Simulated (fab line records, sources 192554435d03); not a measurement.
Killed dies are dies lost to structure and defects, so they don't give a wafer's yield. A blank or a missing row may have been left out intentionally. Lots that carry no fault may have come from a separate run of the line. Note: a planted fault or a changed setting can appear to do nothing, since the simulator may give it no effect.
Which tool did it? | flow n5_finfet | Sampling: 12 lots, 36 wafers, 6 of 1938 route steps

== WHAT EACH GAUGE READ, for each wafer ==
N5_BEOL_M3_RS_MEAS_58: uses a four-point probe to measure.
lot  | measured     | on            | M3_RS (ohm/sq)
L075 | day 7 18:10  | film_metro-01 | 0.73 0.66 0.68
L077 | day 8 00:11  | film_metro-02 | 0.65 0.65 0.61
L079 | day 8 19:49  | film_metro-01 | 0.67 0.64 0.63
L081 | day 9 11:59  | film_metro-02 | 0.69 0.64 0.65
L083 | day 9 23:27  | film_metro-01 | 0.69 0.71 0.66
L085 | day 10 06:20 | film_metro-02 | 0.68 0.66 0.60
L087 | day 11 03:59 | film_metro-01 | 0.65 0.67 0.65
L091 | day 11 21:12 | film_metro-02 | 0.71 0.65 0.64
L090 | day 12 02:14 | film_metro-01 | 0.69 0.66 0.63
L095 | day 12 17:44 | film_metro-01 | 0.72 0.63 0.65
L093 | day 13 10:46 | film_metro-01 | 0.69 0.65 0.68
L097 | day 14 05:29 | film_metro-01 | 0.60 0.65 0.63

== WHICH TOOL RAN EACH LOT (tool, then ch and the chambers of the sampled wafers, then the start) ==
lot  | N5_BEOL_M3_SPUTTER_48        | N5_BEOL_M3_SPUTTER_79        | N5_BEOL_M3_SPUTTER_90        | N5_BEOL_M3_ANNEAL_51             | N5_BEOL_M3_CMP_52
L075 | pvd_sputter-03, day 7 15:20  | pvd_sputter-03, day 7 15:34  | pvd_sputter-03, day 7 16:26  | rtp_anneal-01 ch 0, day 7 17:17  | cmp-04 ch 0,2,3, day 7 17:40
L077 | pvd_sputter-01, day 7 21:22  | pvd_sputter-01, day 7 21:35  | pvd_sputter-01, day 7 22:28  | rtp_anneal-02 ch 0, day 7 23:22  | cmp-03 ch 0,2,3, day 7 23:42
L079 | pvd_sputter-02, day 8 16:53  | pvd_sputter-02, day 8 17:06  | pvd_sputter-02, day 8 17:59  | rtp_anneal-02 ch 0, day 8 18:57  | cmp-04 ch 1,2, day 8 19:18
L081 | pvd_sputter-01, day 9 08:53  | pvd_sputter-01, day 9 09:06  | pvd_sputter-01, day 9 09:59  | rtp_anneal-01 ch 0, day 9 10:50  | cmp-03 ch 1,2, day 9 11:24
L083 | pvd_sputter-02, day 9 20:06  | pvd_sputter-02, day 9 20:19  | pvd_sputter-02, day 9 21:12  | rtp_anneal-01 ch 0, day 9 22:06  | cmp-01 ch 0,1,2, day 9 22:53
L085 | pvd_sputter-01, day 10 03:12 | pvd_sputter-01, day 10 03:25 | pvd_sputter-01, day 10 04:18 | rtp_anneal-02 ch 0, day 10 05:12 | cmp-01 ch 0,2,3, day 10 05:45
L087 | pvd_sputter-03, day 11 01:11 | pvd_sputter-03, day 11 01:24 | pvd_sputter-03, day 11 02:17 | rtp_anneal-02 ch 0, day 11 03:11 | cmp-01 ch 1,2, day 11 03:26
L091 | pvd_sputter-02, day 11 18:10 | pvd_sputter-02, day 11 18:23 | pvd_sputter-02, day 11 19:20 | rtp_anneal-01 ch 0, day 11 20:17 | cmp-01 ch 0,1,2, day 11 20:43
L090 | pvd_sputter-02, day 11 23:11 | pvd_sputter-02, day 11 23:26 | pvd_sputter-02, day 12 00:25 | rtp_anneal-02 ch 0, day 12 01:22 | cmp-04 ch 0,1,2, day 12 01:40
L095 | pvd_sputter-02, day 12 14:50 | pvd_sputter-02, day 12 15:03 | pvd_sputter-02, day 12 15:56 | rtp_anneal-02 ch 0, day 12 16:53 | cmp-03 ch 1,2,3, day 12 17:11
L093 | pvd_sputter-01, day 13 07:55 | pvd_sputter-01, day 13 08:08 | pvd_sputter-01, day 13 09:01 | rtp_anneal-02 ch 0, day 13 09:53 | cmp-04 ch 0,1, day 13 10:11
L097 | pvd_sputter-03, day 14 02:37 | pvd_sputter-03, day 14 02:50 | pvd_sputter-03, day 14 03:43 | rtp_anneal-01 ch 0, day 14 04:35 | cmp-01 ch 0,3, day 14 04:53
- N5_BEOL_M3_SPUTTER_48: material Cu, target thk 4.5 nm, time 8.29 s.
- N5_BEOL_M3_SPUTTER_79: material Cu, target thk 4.5 nm, time 8.29 s.
- N5_BEOL_M3_SPUTTER_90: material Cu, target thk 4.5 nm, time 8.29 s.
- N5_BEOL_M3_ANNEAL_51: time 90 s.
- N5_BEOL_M3_CMP_52: polishes, stops on SiOC, t overpolish 6.8 s, target thk 40 nm.

== THE ANSWER, worked out from the rows above alone ==
Rule: what is usual is taken from the lots themselves. The widest of any qualifying gaps counts: lots, ordered by their means at a reading, are off when they make up no more than a third of the lots, leave a main group of 4 or more, and stand apart from it by 3 or more times the standard deviation of that group's means. The tables above print the reading to a certain number of digits; a main group whose means all agree to those digits is not used. Also off: a lot with no number at a reading for which 4 or more lots have one. Where the step has rows for the other lots, those lots are counted as sound.
None of the lots is off at any reading shown; this tells nothing.

== WHAT WAS PUT IN BY THE SIMULATOR ==
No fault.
